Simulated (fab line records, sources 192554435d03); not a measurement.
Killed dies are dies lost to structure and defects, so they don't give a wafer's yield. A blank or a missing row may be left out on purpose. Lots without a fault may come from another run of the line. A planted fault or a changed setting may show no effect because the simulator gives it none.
fab line records | flow n5_finfet
record lots=7 wafers=39
route steps=1938 shown ZERO_LAYER@11 FIN_SAQP@138 HKMG_FIN@403 BEOL_M1@811 BEOL_M6@1230
start_h: hours from the record's first day to the start of the lot's first wafer shown | wait_h: hours since the lot's step before | " the same as in the row above | L1.1+2: a row that stands for several wafers | - no value, or no start given | * or withheld: withheld | < > ~ a bound
route shown NAME@n: a module of which the file shows steps, and the number in the route of the first | usual: mean/standard deviation of fault-free wafers | same: alike in all rows | chamber/n: place in a boat | sites: the reading at each site | _std_site: their standard deviation | _edge_site: outer sites' mean less inner sites' | radius_mm: how far each site lies from the wafer's centre | mask NAME#n: copy n | behind: the tool/chamber that last shaped the wafer | hold: why the lot was held/for how many hours/how that ended | device: the transistor (n, p or np) that didn't switch | end of line: the same wafers' tests at the end of the route | a step without rows: its recipe alone | killed: dies lost to structure and defects at the first sort, not the wafer's yield | map: a wafer's dies, x killed, . not, _ none there
set.NAME: the setting as run; set.NAME@STEP: as run at that earlier step | model.NAME: the simulator's own value behind a step, which no gauge read
lots whose settings were changed on purpose; a table a step, a row a wafer
## steps
# step N5_ZERO_LAYER_DEVELOP_10
# recipe develop_time_s=60 rinse_liquid=diw dry=air_spin dev_temp_c=21
# columns lot.wafer tool chamber start_h wait_h set.develop_time_s
L076.1+3+6 litho_track-02 0 - - 60
L081.1+4+6 litho_track-01 0 - - 60
L081.2+3+5 " 0 " " 29.66
L089.1+3+5 litho_track-01 0 - - 70.65
L089.2+4+6 " 0 " " 60
L091.1+2+3 litho_track-02 0 - - 49.1
L091.4+5+6 " 0 " " 60
L092.1+5+6 litho_track-02 0 - - 60
L092.2+3+4 " 0 " " 47.56
L093.1+2+3+4+5+6 litho_track-01 0 - - 60
L095.1+2+3 litho_track-02 0 - - 60
L095.4+5+6 " 0 " " 48.06
# step N5_ZERO_LAYER_HARDBAKE_23
# recipe temp_c=130 time_s=120
# step N5_ZERO_LAYER_CD_MEAS_11
# recipe target_cd_nm=2000 landing_energy_ev=500 detector=se_inlens
# usual cd_nm=2000.9/2.1
# columns lot.wafer tool chamber start_h wait_h set.develop_time_s@ZERO_LAYER_DEVELOP_10 cd_nm
L076.1 cd_sem-02 0 24.65 - 60 1999.6
L076.3 " 0 " " 60 2002.2
L076.6 " 0 " " 60 1998.8
L081.1 cd_sem-02 0 54.77 - 60 1998.8
L081.2 " 0 " " 29.66 1987.4
L081.3 " 0 " " 29.66 1982.7
L081.4 " 0 " " 60 2001.4
L081.5 " 0 " " 29.66 1984.4
L081.6 " 0 " " 60 2000.3
L089.1 cd_sem-03 0 102.77 - 70.65 2003.8
L089.2 " 0 " " 60 2002.8
L089.3 " 0 " " 70.65 2002.8
L089.4 " 0 " " 60 2000.4
L089.5 " 0 " " 70.65 2002.2
L089.6 " 0 " " 60 1999.6
L091.1 cd_sem-01 0 114.66 - 49.1 1994.5
L091.2 " 0 " " 49.1 1992.4
L091.3 " 0 " " 49.1 1994.6
L091.4 " 0 " " 60 1997.9
L091.5 " 0 " " 60 1999.9
L091.6 " 0 " " 60 1999.4
L092.1 cd_sem-02 0 120.77 - 60 1999.0
L092.2 " 0 " " 47.56 1995.6
L092.3 " 0 " " 47.56 1994.7
L092.4 " 0 " " 47.56 1996.3
L092.5 " 0 " " 60 2003.8
L092.6 " 0 " " 60 2001.4
L093.1 cd_sem-03 0 126.66 - 60 2000.5
L093.2 " 0 " " 60 2000.3
L093.3 " 0 " " 60 1998.5
L093.4 " 0 " " 60 1999.9
L093.5 " 0 " " 60 2000.6
L093.6 " 0 " " 60 2002.1
L095.1 cd_sem-01 0 138.65 - 60 2004.0
L095.2 " 0 " " 60 2003.5
L095.3 " 0 " " 60 2004.9
L095.4 " 0 " " 48.06 1997.3
L095.5 " 0 " " 48.06 1998.2
L095.6 " 0 " " 48.06 1998.0
# step N5_ZERO_LAYER_DESCUM_16
# recipe chemistry=O2 time_s=7.9 source_power_w=50 bias_power_w=20 pressure_mtorr=20 rf_frequency_hz=2.712e+07 temp_c=40 o2_flow_sccm=225
# columns lot.wafer tool chamber start_h wait_h set.develop_time_s@ZERO_LAYER_DEVELOP_10 model.ZERO_LAYER.cd_nm
L076.1 rie_diel-04 0 24.93 0.3 60 2000
L076.3 " 2 " " 60 2002
L076.6 " 0 " " 60 1999
L081.1 rie_diel-04 0 55.15 0.4 60 1999
L081.2 " 2 " " 29.66 1987
L081.3 " 3 " " 29.66 1983
L081.4 " 1 " " 60 2001
L081.5 " 0 " " 29.66 1984
L081.6 " 3 " " 60 2000
L089.1 rie_diel-05 2 102.87 0.1 70.65 2004
L089.2 " 0 " " 60 2003
L089.3 " 1 " " 70.65 2003
L089.4+6 " 3,2 " " 60 2000
L089.5 " 3 " " 70.65 2002
L091.1+3 rie_diel-03 0,3 114.70 0.0 49.1 1995
L091.2 " 2 " " 49.1 1992
L091.4 " 1 " " 60 1998
L091.5+6 " 1,2 " " 60 2000
L092.1 rie_diel-05 0 121.72 1.0 60 1999
L092.2+4 " 1,3 " " 47.56 1996
L092.3 " 2 " " 47.56 1995
L092.5 " 2 " " 60 2003
L092.6 " 3 " " 60 2001
L093.1+2+4+5 rie_diel-05 1,2,3,3 127.13 0.5 60 2000
L093.3 " 0 " " 60 1998
L093.6 " 2 " " 60 2003
L095.1 rie_diel-05 3 139.18 0.5 60 2004
L095.2 " 2 " " 60 2003
L095.3 " 0 " " 60 2005
L095.4 " 1 " " 48.06 1997
L095.5 " 1 " " 48.06 1999
L095.6 " 2 " " 48.06 1998
# step N5_FIN_SAQP_SPACER2_ALD_28
# recipe material=SiO2 target_thk_a=81 temp_c=300 ald_precursor_family=BDEAS ald_co_reactant=O2-plasma pulse_time_s=1 purge_time_s=2 co_reactant_purge_time_s=2 pressure_torr=2
# columns lot.wafer tool chamber start_h wait_h set.target_thk_a model.SiO2_of_FIN_SAQP_SPACER2_ALD_28.thk_nm
L076.1+3 ald_sin-04 0,2 38.19 0.7 81 8
L076.6 " 3 " " 81 8.2
L081.1+2+4 ald_sin-03 3,0,2 67.79 0.1 114.1 11.4
L081.3+5+6 " 1,2,1 " " 81 8.2
L089.1 ald_sin-04 1 118.69 0.1 81 8.2
L089.2 " 3 " " 123.2 12.4
L089.3+4 " 2,0 " " 123.2 12.2
L089.5+6 " 0,1 " " 81 8
L091.1+4+5 ald_sin-01 2,1,0 130.38 0.1 50.81 5
L091.2+3+6 " 3,0,1 " " 81 8
L092.1+2+3+4+5+6 ald_sin-03 3,2,0,1,1,0 137.33 0.1 81 8.2
L093.1+3+5 ald_sin-04 2,1,1 139.94 0.3 81 8
L093.2+4+6 " 3,0,2 " " 127.2 12.8
L095.1+2+3+5+6 ald_sin-03 0,1,2,1,2 154.20 1.2 81 8.2
L095.4 " 3 " " 81 8
# step N5_FIN_SAQP_SPACER2_ETCHBACK_29
# recipe chemistry=CHF3/O2 mode=anisotropic_etchback target=SiO2 target_depth_a=122 time_s=6.1 pressure_mtorr=30 source_w=650 bias_w=170 Ar_flow_sccm=200 CHF3_flow_sccm=50 O2_flow_sccm=5 ion_energy_ev=200
# step N5_FIN_SAQP_MANDREL2_REMOVE_60
# recipe chemistry=HBr/Cl2/O2 bt_time_s=10 target=a-Si stop_on=SiNx endpoint=OES-SiCl over_etch_frac=1 icp_w=600 bias_w=22 HBr_flow_sccm=150 Cl2_flow_sccm=80 O2_flow_sccm=5 pressure_mtorr=10
# columns lot.wafer tool chamber start_h wait_h set.target_thk_a@FIN_SAQP_SPACER2_ALD_28 model.FIN_SAQP.cd_nm
L076.1+3+6 rie_si-06 2,3,1 38.60 0.1 81 8
L081.1+4 rie_si-06 2,1 68.20 0.1 114.1 11.4
L081.2 " 3 " " 114.1 11.6
L081.3 " 0 " " 81 8.4
L081.5+6 " 2,3 " " 81 8.2
L089.1 rie_si-06 1 119.20 0.1 81 8
L089.2+3 " 3,0 " " 123.2 12.4
L089.4 " 2 " " 123.2 12.2
L089.5+6 " 3,0 " " 81 8.2
L091.1+5 rie_si-02 0 130.79 0.1 50.81 5
L091.2+3+6 " 3,1,1 " " 81 8
L091.4 " 2 " " 50.81 4.8
L092.1+3+5+6 rie_si-02 2,3,3,0 137.74 0.1 81 8
L092.2+4 " 0,1 " " 81 8.2
L093.1+3+5 rie_si-03 0,3,0 140.51 0.1 81 8
L093.2+6 " 1 " " 127.2 12.8
L093.4 " 2 " " 127.2 12.6
L095.1+4+5 rie_si-06 2,3,2 154.61 0.1 81 8.2
L095.2+6 " 1 " " 81 8
L095.3 " 0 " " 81 8.4
# step N5_FIN_SAQP_CD_MEAS_31
# recipe target_cd_nm=8 landing_energy_ev=1000 detector=se_inlens polarity=line
# usual cd_nm=8.13/0.2
# columns lot.wafer tool chamber start_h wait_h set.target_thk_a@FIN_SAQP_SPACER2_ALD_28 cd_nm
L076.1 cd_sem-02 0 38.71 0.1 81 7.73
L076.3 " 0 " " 81 7.65
L076.6 " 0 " " 81 8.42
L081.1 cd_sem-02 0 68.31 0.1 114.1 11.16
L081.2 " 0 " " 114.1 11.65
L081.3 " 0 " " 81 8.29
L081.4 " 0 " " 114.1 11.07
L081.5 " 0 " " 81 8.01
L081.6 " 0 " " 81 8.32
L089.1 cd_sem-02 0 119.31 0.1 81 7.87
L089.2 " 0 " " 123.2 12.38
L089.3 " 0 " " 123.2 12.29
L089.4 " 0 " " 123.2 12.16
L089.5 " 0 " " 81 7.97
L089.6 " 0 " " 81 8.50
L091.1 cd_sem-03 0 130.91 0.1 50.81 4.97
L091.2 " 0 " " 81 8.18
L091.3 " 0 " " 81 8.39
L091.4 " 0 " " 50.81 4.98
L091.5 " 0 " " 50.81 5.02
L091.6 " 0 " " 81 8.28
L092.1 cd_sem-01 0 137.85 0.1 81 8.00
L092.2 " 0 " " 81 8.13
L092.3 " 0 " " 81 7.96
L092.4 " 0 " " 81 8.42
L092.5 " 0 " " 81 7.81
L092.6 " 0 " " 81 8.30
L093.1 cd_sem-02 0 140.62 0.1 81 8.12
L093.2 " 0 " " 127.2 12.73
L093.3 " 0 " " 81 8.26
L093.4 " 0 " " 127.2 12.76
L093.5 " 0 " " 81 8.21
L093.6 " 0 " " 127.2 12.59
L095.1 cd_sem-01 0 154.72 0.1 81 8.13
L095.2 " 0 " " 81 8.27
L095.3 " 0 " " 81 8.36
L095.4 " 0 " " 81 8.51
L095.5 " 0 " " 81 8.40
L095.6 " 0 " " 81 8.07
# step N5_FIN_SAQP_HM_OPEN_33
# recipe chemistry=CH3F/O2 target=SiNx mask_material=SiO2 target_depth_a=494 time_s=70.6 pressure_mtorr=30 source_w=395 bias_w=73 Ar_flow_sccm=150 CH3F_flow_sccm=30 O2_flow_sccm=20 ion_energy_ev=120 ends=cleared
# step N5_FIN_SAQP_ETCH_34
# recipe chemistry=C4F6/O2 target=SiO2 target_depth_a=450 time_s=15 ion_energy_ev=250 pressure_mtorr=30 source_w=345 bias_w=185 Ar_flow_sccm=300 C4F6_flow_sccm=10 O2_flow_sccm=10 ends=cleared
# columns lot.wafer tool chamber start_h wait_h set.target_thk_a@FIN_SAQP_SPACER2_ALD_28 model.FIN_SAQP.cd_nm
L076.1+3+6 rie_diel-02 2,3,0 38.83 0.0 81 8
L081.1+4 rie_diel-02 3,1 68.43 0.0 114.1 11.2
L081.2 " 2 " " 114.1 11.4
L081.3 " 0 " " 81 8.4
L081.5 " 2 " " 81 8
L081.6 " 3 " " 81 8.2
L089.1+5 rie_diel-01 2 119.48 0.0 81 8.2
L089.2+3 " 1,0 " " 123.2 12.6
L089.4 " 1 " " 123.2 12.4
L089.6 " 0 " " 81 8.4
L091.1+4 rie_diel-01 0,2 131.03 0.0 50.81 5
L091.2+3 " 2,1 " " 81 8
L091.5 " 0 " " 50.81 5.2
L091.6 " 1 " " 81 8.2
L092.1+2+3+5+6 rie_diel-01 2,1,0,1,2 137.97 0.0 81 8
L092.4 " 0 " " 81 8.2
L093.1+3+5 rie_diel-02 3,0,0 140.84 0.0 81 8
L093.2+6 " 1 " " 127.2 12.8
L093.4 " 3 " " 127.2 12.4
L095.1+4+5+6 rie_diel-01 3,2,0,3 154.89 0.0 81 8.2
L095.2 " 2 " " 81 8
L095.3 " 0 " " 81 8.4
# step N5_FIN_SAQP_STRIP_77
# recipe chemistry=N2/H2 time_s=90 power_w=100 temp_c=40 pressure_mtorr=100 rf_frequency_hz=6e+07 bias_power_w=3 n2_flow_sccm=300 h2_flow_sccm=300
# step N5_FIN_SAQP_HM_CD_35
# recipe target_cd_nm=8 polarity=line
# usual cd_nm=8.15/0.26
# columns lot.wafer tool chamber start_h wait_h set.target_thk_a@FIN_SAQP_SPACER2_ALD_28 cd_nm
L076.1 cd_sem-01 - 38.97 0.1 81 7.83
L076.3 " - " " 81 8.24
L076.6 " - " " 81 7.75
L081.1 cd_sem-03 - 68.58 0.1 114.1 11.31
L081.2 " - " " 114.1 11.96
L081.3 " - " " 81 8.29
L081.4 " - " " 114.1 11.13
L081.5 " - " " 81 7.95
L081.6 " - " " 81 7.93
L089.1 cd_sem-03 - 119.63 0.1 81 8.14
L089.2 " - " " 123.2 12.73
L089.3 " - " " 123.2 12.70
L089.4 " - " " 123.2 12.54
L089.5 " - " " 81 8.47
L089.6 " - " " 81 8.30
L091.1 cd_sem-03 - 131.17 0.1 50.81 5.08
L091.2 " - " " 81 8.15
L091.3 " - " " 81 8.18
L091.4 " - " " 50.81 4.86
L091.5 " - " " 50.81 5.01
L091.6 " - " " 81 8.13
L092.1 cd_sem-02 - 138.11 0.1 81 7.78
L092.2 " - " " 81 8.20
L092.3 " - " " 81 8.12
L092.4 " - " " 81 8.37
L092.5 " - " " 81 7.99
L092.6 " - " " 81 8.34
L093.1 cd_sem-02 - 140.99 0.1 81 8.11
L093.2 " - " " 127.2 12.57
L093.3 " - " " 81 7.75
L093.4 " - " " 127.2 12.78
L093.5 " - " " 81 8.19
L093.6 " - " " 127.2 12.59
L095.1 cd_sem-03 - 155.04 0.1 81 7.92
L095.2 " - " " 81 7.91
L095.3 " - " " 81 8.63
L095.4 " - " " 81 8.09
L095.5 " - " " 81 8.19
L095.6 " - " " 81 8.06
# step N5_FIN_SAQP_ETCH_64
# recipe chemistry=CF4 target=SiO2 target_depth_a=15 ion_energy_ev=350 pressure_mtorr=10 icp_w=800 bias_w=400 cf4_flow_sccm=80
# step N5_FIN_SAQP_FIN_ETCH_36
# recipe chemistry=HBr/Cl2/O2 target_depth_a=1200 mask_material=SiNx time_s=50.4 bias_w=102 pressure_mtorr=10 icp_w=800 HBr_flow_sccm=150 Cl2_flow_sccm=80 O2_flow_sccm=12
# step N5_FIN_SAQP_CD_MEAS_37
# recipe target_cd_nm=8 polarity=line
# usual cd_nm=8.16/0.26
# columns lot.wafer tool chamber start_h wait_h set.target_thk_a@FIN_SAQP_SPACER2_ALD_28 cd_nm
L076.1 cd_sem-03 - 39.16 0.1 81 7.87
L076.3 " - " " 81 7.96
L076.6 " - " " 81 8.19
L081.1 cd_sem-02 - 68.76 0.1 114.1 11.43
L081.2 " - " " 114.1 11.23
L081.3 " - " " 81 8.24
L081.4 " - " " 114.1 11.29
L081.5 " - " " 81 7.79
L081.6 " - " " 81 8.42
L089.1 cd_sem-01 - 119.81 0.1 81 8.16
L089.2 " - " " 123.2 13.02
L089.3 " - " " 123.2 12.55
L089.4 " - " " 123.2 12.50
L089.5 " - " " 81 8.24
L089.6 " - " " 81 8.51
L091.1 cd_sem-03 - 131.36 0.1 50.81 4.93
L091.2 " - " " 81 7.65
L091.3 " - " " 81 8.07
L091.4 " - " " 50.81 4.78
L091.5 " - " " 50.81 5.21
L091.6 " - " " 81 8.09
L092.1 cd_sem-03 - 138.30 0.1 81 8.26
L092.2 " - " " 81 8.26
L092.3 " - " " 81 8.25
L092.4 " - " " 81 8.31
L092.5 " - " " 81 7.96
L092.6 " - " " 81 8.04
L093.1 cd_sem-01 - 141.18 0.1 81 7.80
L093.2 " - " " 127.2 12.77
L093.3 " - " " 81 8.51
L093.4 " - " " 127.2 12.36
L093.5 " - " " 81 7.98
L093.6 " - " " 127.2 13.09
L095.1 cd_sem-02 - 155.23 0.1 81 8.49
L095.2 " - " " 81 8.19
L095.3 " - " " 81 8.36
L095.4 " - " " 81 8.20
L095.5 " - " " 81 8.03
L095.6 " - " " 81 8.24
# step N5_HKMG_FIN_ETCH_55
# recipe chemistry=N2/H2 target=SOC target_depth_a=2400 temp_c=40 time_s=300 ion_energy_ev=200 mask_material=SiARC pressure_mtorr=30 source_w=840 bias_w=150 n2_flow_sccm=200 h2_flow_sccm=200
# columns lot.wafer tool chamber start_h wait_h set.time_s model.etch.depth_nm model.HKMG_FIN.feature_depth_nm model.SiARC_of_HKMG_FIN_COAT_42.thk_nm
L076.1 rie_diel-06 0 84.81 0.0 300 236 236 21.8
L076.3 " 2 " " 300 240.1 240.2 21.2
L076.6 " 0 " " 300 237 237 22
L081.1 rie_diel-06 2 116.18 0.0 300 241.3 241.2 21
L081.2 " 1 " " 300 239.5 239.6 21
L081.3 " 0 " " 300 238.4 238.4 21.8
L081.4 " 0 " " 300 236.3 236.4 21.8
L081.5 " 1 " " 300 240.2 240.2 21
L081.6 " 2 " " 300 239 239 21.2
L089.1 rie_diel-01 1 164.17 0.0 300 244 244 21
L089.2 " 3 " " 225.4 184.5 184.4 24.6
L089.3 " 0 " " 300 228.5 228.4 22.2
L089.4 " 1 " " 225.4 183.2 183.2 24.6
L089.5 " 0 " " 225.4 172.9 172.8 25.4
L089.6 " 3 " " 300 246 246 21
L091.1 rie_diel-06 3 176.33 0.0 393.8 325.8 325.8 16.2
L091.2 " 2 " " 393.8 314.3 314.4 16.8
L091.3 " 0 " " 300 242 242 21.4
L091.4 " 1 " " 300 237.4 237.4 21
L091.5 " 1 " " 393.8 312.6 312.6 16.6
L091.6 " 2 " " 300 239.6 239.6 21.2
L092.1 rie_diel-06 3 186.91 0.0 300 247.9 247.8 20.8
L092.2 " 1 " " 300 235.7 235.8 21.2
L092.3 " 0 " " 300 240.6 240.6 21.6
L092.4 " 2 " " 300 239.7 239.8 21.2
L092.5 " 3 " " 300 248.6 248.6 20.6
L092.6 " 0 " " 300 241.8 241.8 21.6
L093.1 rie_diel-06 1 190.76 0.0 300 235.8 235.8 21
L093.2 " 0 " " 300 240.5 240.6 21.6
L093.3 " 2 " " 300 238.9 239 21
L093.4 " 3 " " 300 249.3 249.2 20.4
L093.5 " 3 " " 300 247.1 247.2 20.6
L093.6 " 2 " " 300 237.8 237.8 21.2
L095.1 rie_diel-02 3 200.68 0.0 478.8 383.3 383.2 13.2
L095.2 " 1 " " 300 225.7 225.8 22
L095.3 " 0 " " 300 240.3 240.4 21.6
L095.4 " 2 " " 478.8 379.8 379.8 13.4
L095.5 " 3 " " 300 238.8 238.8 21.4
L095.6 " 2 " " 478.8 377.5 377.6 13.4
# step N5_BEOL_M1_ALD_84
# recipe material=TaN target_thk_a=* temp_c=275 ald_precursor_family=PDMAT ald_co_reactant=NH3 pressure_torr=3 carrier_flow_sccm=1500 pulse_time_s=2 purge_time_s=3 co_reactant_purge_time_s=2 co_reactant_pulse_time_s=3 ald_cycles=30 precursor_vessel_temp_c=75 precursor_vessel_pressure_torr=26.25 precursor_vessel_carrier_sccm=1000
# columns lot.wafer tool chamber start_h wait_h set.ald_cycles model.TaN_of_BEOL_M1_ALD_84.thk_nm
L076.1+3+6 ald_metal-04 3,1,1 137.56 0.0 30 *
L081.1+2+5 ald_metal-04 0,1,2 175.95 0.0 30 *
L081.3+4+6 " 3,2,1 " " 13 *
L089.1 ald_metal-03 3 220.30 0.2 30 *
L089.2+5+6 " 1,3,2 " " 44 *
L089.3+4 " 2,0 " " 30 *
L091.1+2+4 ald_metal-04 3,0,1 239.72 0.0 30 *
L091.3+5+6 " 2,2,3 " " 12 *
L092.1+3+6 ald_metal-04 2,0,2 240.26 0.0 17 *
L092.2+4+5 " 3,1,3 " " 30 *
L095.1+2 ald_metal-04 0,1 251.79 0.0 30 *
L095.3+4+5 " 2,3,0 " " 47 *
L095.6 " 3 " " 30 *
L093.1+2 ald_metal-04 0,1 253.01 0.3 46 *
L093.3+4+5 " 3,2,2 " " 30 *
L093.6 " 3 " " 46 *
# step N5_BEOL_M6_DESCUM_33
# recipe chemistry=O2 time_s=7 source_power_w=50 bias_power_w=20 pressure_mtorr=20 rf_frequency_hz=2.712e+07 temp_c=40 resist=CAR-EUV o2_flow_sccm=225
# columns lot.wafer tool chamber start_h wait_h set.time_s model.CAR-EUV_of_BEOL_M6_COAT_22.thk_nm
L076.1+3 rie_diel-06 3,2 199.29 0.0 7 26
L076.6 " 2 " " 7 26.2
L081.1+5+6 rie_diel-01 3,1,3 233.57 0.0 2.943 28
L081.2+3+4 " 2,1,2 " " 7 26
L089.1+3+4+5+6 rie_diel-02 3,2,3,2,0 287.55 0.0 7 26
L089.2 " 0 " " 7 25.8
L091.1+2 rie_diel-02 2,0 289.95 0.0 3.084 28.2
L091.3 " 1 " " 3.084 28
L091.4+5+6 " 0,1,2 " " 7 26.2
L092.1+3+4+5+6 rie_diel-06 1,0,2,1,0 304.92 0.5 7 26
L092.2 " 3 " " 7 25.8
L095.1 rie_diel-01 1 312.10 0.3 7 26
L095.2+4+5 " 3,2,0 " " 8.094 25.6
L095.3+6 " 0,1 " " 7 26.2
L093.1+3+6 rie_diel-01 1,2,2 336.00 0.1 7 26
L093.2+4 " 3,0 " " 5.202 27
L093.5 " 3 " " 5.202 26.8
## key
split step=N5_ZERO_LAYER_DEVELOP_10 setting=develop_time_s stated=60 by=wafer
response step=N5_ZERO_LAYER_CD_MEAS_11 reading=cd_nm change=+0.285 per=1% r=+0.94
response step=N5_ZERO_LAYER_DESCUM_16 reading=model.ZERO_LAYER.cd_nm change=+0.281 per=1% r=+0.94
split step=N5_FIN_SAQP_SPACER2_ALD_28 setting=target_thk_a stated=81 by=wafer
response step=N5_FIN_SAQP_SPACER2_ALD_28 reading=model.SiO2_of_FIN_SAQP_SPACER2_ALD_28.thk_nm change=+0.0814 per=1% r=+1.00
response step=N5_FIN_SAQP_MANDREL2_REMOVE_60 reading=model.FIN_SAQP.cd_nm change=+0.0813 per=1% r=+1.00
response step=N5_FIN_SAQP_CD_MEAS_31 reading=cd_nm change=+0.08 per=1% r=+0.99
response step=N5_FIN_SAQP_ETCH_34 reading=model.FIN_SAQP.cd_nm change=+0.0804 per=1% r=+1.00
response step=N5_FIN_SAQP_HM_CD_35 reading=cd_nm change=+0.0829 per=1% r=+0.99
response step=N5_FIN_SAQP_CD_MEAS_37 reading=cd_nm change=+0.0812 per=1% r=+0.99
split step=N5_HKMG_FIN_ETCH_55 setting=time_s stated=300 by=wafer
response step=N5_HKMG_FIN_ETCH_55 reading=model.etch.depth_nm change=+2.44 per=1% r=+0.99
response step=N5_HKMG_FIN_ETCH_55 reading=model.HKMG_FIN.feature_depth_nm change=+2.44 per=1% r=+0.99
response step=N5_HKMG_FIN_ETCH_55 reading=model.SiARC_of_HKMG_FIN_COAT_42.thk_nm change=-0.142 per=1% r=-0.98
split step=N5_BEOL_M1_ALD_84 setting=ald_cycles stated=30 by=wafer
response step=N5_BEOL_M1_ALD_84 reading=model.TaN_of_BEOL_M1_ALD_84.thk_nm change=* per=1% r=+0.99
split step=N5_BEOL_M6_DESCUM_33 setting=time_s stated=7 by=wafer
response step=N5_BEOL_M6_DESCUM_33 reading=model.CAR-EUV_of_BEOL_M6_COAT_22.thk_nm change=-0.0347 per=1% r=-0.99
